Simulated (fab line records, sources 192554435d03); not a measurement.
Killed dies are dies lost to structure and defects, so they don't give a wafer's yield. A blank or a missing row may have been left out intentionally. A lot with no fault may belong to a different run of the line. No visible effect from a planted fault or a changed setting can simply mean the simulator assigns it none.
Split-lot trial / flow n5-finfet / route with 1938 steps; 7 lots, 21 wafers read

ABOUT THE SPLIT
At N5_BEOL_M0_SAQP_SPACER1_ALD_98 (deposits SiO2, target thk 12.8 nm, pulse time 1 s, purge time 2 s), the setting temp-c was moved away from the recipe's 300 C on 6 of the 21 wafers read, by -2.7% to +2.1%. All remaining wafers had this setting at the recipe value.

THE PATH FROM SPLIT TO READING: the file shows 1 step between them
- N5_BEOL_M0_SAQP_SPACER1_ETCHBACK_99: etches SiO2 in CHF3/O2, target depth 15.4 nm, time 7.7 s

THE READING
SiO2_of_BEOL_M0_SAQP_SPACER1_ALD_98.thk-nm (the simulator's own value, which no gauge read), in nm, at N5_BEOL_M0_SAQP_MANDREL1_REMOVE_100 (chemistry HBr/Cl2/O2, target a-Si, stops on SiNx, bt time 10 s). The file does not state a usual value for it.

wafer=L077.4; tool, chamber at the split=ald-sin-04, 3,1,2; temp-c as run, C=300; against the recipe=recipe; SiO2_of_BEOL_M0_SAQP_SPACER1_ALD_98.thk-nm, nm=7.4; against lot-mates on the recipe=-
wafer=L077.5; tool, chamber at the split=ald-sin-04, 3,1,2; temp-c as run, C=300; against the recipe=recipe; SiO2_of_BEOL_M0_SAQP_SPACER1_ALD_98.thk-nm, nm=7.4; against lot-mates on the recipe=-
wafer=L077.6; tool, chamber at the split=ald-sin-04, 3,1,2; temp-c as run, C=300; against the recipe=recipe; SiO2_of_BEOL_M0_SAQP_SPACER1_ALD_98.thk-nm, nm=7.4; against lot-mates on the recipe=-
wafer=L082.2; tool, chamber at the split=ald-sin-02, 2,3,2; temp-c as run, C=300; against the recipe=recipe; SiO2_of_BEOL_M0_SAQP_SPACER1_ALD_98.thk-nm, nm=7.4; against lot-mates on the recipe=-
wafer=L082.5; tool, chamber at the split=ald-sin-02, 2,3,2; temp-c as run, C=300; against the recipe=recipe; SiO2_of_BEOL_M0_SAQP_SPACER1_ALD_98.thk-nm, nm=7.4; against lot-mates on the recipe=-
wafer=L082.6; tool, chamber at the split=ald-sin-02, 2,3,2; temp-c as run, C=300; against the recipe=recipe; SiO2_of_BEOL_M0_SAQP_SPACER1_ALD_98.thk-nm, nm=7.4; against lot-mates on the recipe=-
wafer=L085.3; tool, chamber at the split=ald-sin-01, 2; temp-c as run, C=300; against the recipe=recipe; SiO2_of_BEOL_M0_SAQP_SPACER1_ALD_98.thk-nm, nm=7.4; against lot-mates on the recipe=-
wafer=L085.4; tool, chamber at the split=ald-sin-01, 3,2; temp-c as run, C=306.3; against the recipe=+2.1%; SiO2_of_BEOL_M0_SAQP_SPACER1_ALD_98.thk-nm, nm=7.2; against lot-mates on the recipe=-0.2
wafer=L085.5; tool, chamber at the split=ald-sin-01, 3,2; temp-c as run, C=306.3; against the recipe=+2.1%; SiO2_of_BEOL_M0_SAQP_SPACER1_ALD_98.thk-nm, nm=7.2; against lot-mates on the recipe=-0.2
wafer=L087.3; tool, chamber at the split=ald-sin-02, 0,1,1; temp-c as run, C=300; against the recipe=recipe; SiO2_of_BEOL_M0_SAQP_SPACER1_ALD_98.thk-nm, nm=7.4; against lot-mates on the recipe=-
wafer=L087.4; tool, chamber at the split=ald-sin-02, 0,1,1; temp-c as run, C=300; against the recipe=recipe; SiO2_of_BEOL_M0_SAQP_SPACER1_ALD_98.thk-nm, nm=7.4; against lot-mates on the recipe=-
wafer=L087.6; tool, chamber at the split=ald-sin-02, 0,1,1; temp-c as run, C=300; against the recipe=recipe; SiO2_of_BEOL_M0_SAQP_SPACER1_ALD_98.thk-nm, nm=7.4; against lot-mates on the recipe=-
wafer=L091.1; tool, chamber at the split=ald-sin-01, 3,0; temp-c as run, C=292; against the recipe=-2.7%; SiO2_of_BEOL_M0_SAQP_SPACER1_ALD_98.thk-nm, nm=7.6; against lot-mates on the recipe=+0.2
wafer=L091.2; tool, chamber at the split=ald-sin-01, 1; temp-c as run, C=300; against the recipe=recipe; SiO2_of_BEOL_M0_SAQP_SPACER1_ALD_98.thk-nm, nm=7.4; against lot-mates on the recipe=-
wafer=L091.3; tool, chamber at the split=ald-sin-01, 3,0; temp-c as run, C=292; against the recipe=-2.7%; SiO2_of_BEOL_M0_SAQP_SPACER1_ALD_98.thk-nm, nm=7.8; against lot-mates on the recipe=+0.4
wafer=L092.1; tool, chamber at the split=ald-sin-01, 2,0,1; temp-c as run, C=300; against the recipe=recipe; SiO2_of_BEOL_M0_SAQP_SPACER1_ALD_98.thk-nm, nm=7.4; against lot-mates on the recipe=-
wafer=L092.3; tool, chamber at the split=ald-sin-01, 2,0,1; temp-c as run, C=300; against the recipe=recipe; SiO2_of_BEOL_M0_SAQP_SPACER1_ALD_98.thk-nm, nm=7.4; against lot-mates on the recipe=-
wafer=L092.5; tool, chamber at the split=ald-sin-01, 2,0,1; temp-c as run, C=300; against the recipe=recipe; SiO2_of_BEOL_M0_SAQP_SPACER1_ALD_98.thk-nm, nm=7.4; against lot-mates on the recipe=-
wafer=L095.1; tool, chamber at the split=ald-sin-04, 0; temp-c as run, C=292.5; against the recipe=-2.5%; SiO2_of_BEOL_M0_SAQP_SPACER1_ALD_98.thk-nm, nm=7.6; against lot-mates on the recipe=+0.2
wafer=L095.2; tool, chamber at the split=ald-sin-04, 2; temp-c as run, C=300; against the recipe=recipe; SiO2_of_BEOL_M0_SAQP_SPACER1_ALD_98.thk-nm, nm=7.4; against lot-mates on the recipe=-
wafer=L095.5; tool, chamber at the split=ald-sin-04, 0; temp-c as run, C=292.5; against the recipe=-2.5%; SiO2_of_BEOL_M0_SAQP_SPACER1_ALD_98.thk-nm, nm=7.8; against lot-mates on the recipe=+0.4
Rows listing several chambers each stand for several wafers; the file does not say which wafer went through which chamber.

THE FIT
A straight line over all 21 wafers: SiO2_of_BEOL_M0_SAQP_SPACER1_ALD_98.thk-nm changes by -0.11 nm for each +1% of temp-c; r = -0.95; the points scatter about the line by 0.047 nm.
The same after taking each lot's own level away (the mean of its wafers on the recipe; 21 wafers): -0.11 nm for each +1%; r = -0.95; scatter 0.047 nm.
The reading moves by 0.29 nm for the largest change in temp-c, on that fit.
The lots' own levels span 7.40 to 7.40 nm.
So the lot-to-lot level changes the slope little: the two slopes agree.
Check: with one of the wafers moved furthest among these (-2.7%) left out of the fit, the line predicts +0.326 nm for it against its lot-mates. It came out at +0.2 nm against them.

THESE WAFERS: OTHER SPLITS
Note: prior to the reading, these wafers also went through further splits. Each is held against what the fit with the lots' levels taken away leaves over:
other split on the same wafers=N5_SD_EPI_N_ETCH_45 target-depth-a; wafers away from the commonest value=8; r with SiO2_of_BEOL_M0_SAQP_SPACER1_ALD_98.thk-nm (lot level and that fit taken away)=-0.02
other split on the same wafers=N5_SD_EPI_N_EPI_21 epi-growth-time-s; wafers away from the commonest value=10; r with SiO2_of_BEOL_M0_SAQP_SPACER1_ALD_98.thk-nm (lot level and that fit taken away)=-0.06
other split on the same wafers=N5_SDB_CUT_ETCH_26 bias-w; wafers away from the commonest value=as run: not given for these wafers; r with SiO2_of_BEOL_M0_SAQP_SPACER1_ALD_98.thk-nm (lot level and that fit taken away)=-
other split on the same wafers=N5_SDB_ALD_29 ald-cycles; wafers away from the commonest value=4; r with SiO2_of_BEOL_M0_SAQP_SPACER1_ALD_98.thk-nm (lot level and that fit taken away)=+0.58
other split on the same wafers=N5_HKMG_FIN_DESCUM_17 time-s; wafers away from the commonest value=6; r with SiO2_of_BEOL_M0_SAQP_SPACER1_ALD_98.thk-nm (lot level and that fit taken away)=-0.03
other split on the same wafers=N5_HKMG_FIN_ETCH_35 source-w; wafers away from the commonest value=7; r with SiO2_of_BEOL_M0_SAQP_SPACER1_ALD_98.thk-nm (lot level and that fit taken away)=+0.23
other split on the same wafers=N5_GATE_CUT_ALD_22 ald-cycles; wafers away from the commonest value=7; r with SiO2_of_BEOL_M0_SAQP_SPACER1_ALD_98.thk-nm (lot level and that fit taken away)=+0.05
other split on the same wafers=N5_MOL_CONTACT_COAG_CMP_23 down-force-psi; wafers away from the commonest value=5; r with SiO2_of_BEOL_M0_SAQP_SPACER1_ALD_98.thk-nm (lot level and that fit taken away)=-0.20
other split on the same wafers=N5_MOL_CONTACT_COAG_CMP_28 down-force-psi; wafers away from the commonest value=10; r with SiO2_of_BEOL_M0_SAQP_SPACER1_ALD_98.thk-nm (lot level and that fit taken away)=-0.10
other split on the same wafers=N5_MOL_CONTACT_COAG_STRIP_96 power-w; wafers away from the commonest value=5; r with SiO2_of_BEOL_M0_SAQP_SPACER1_ALD_98.thk-nm (lot level and that fit taken away)=+0.12

THE FILE'S OWN FIT
SiO2_of_BEOL_M0_SAQP_SPACER1_ALD_98.thk-nm changes by -0.111 nm for each +1% of temp-c, r = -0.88.
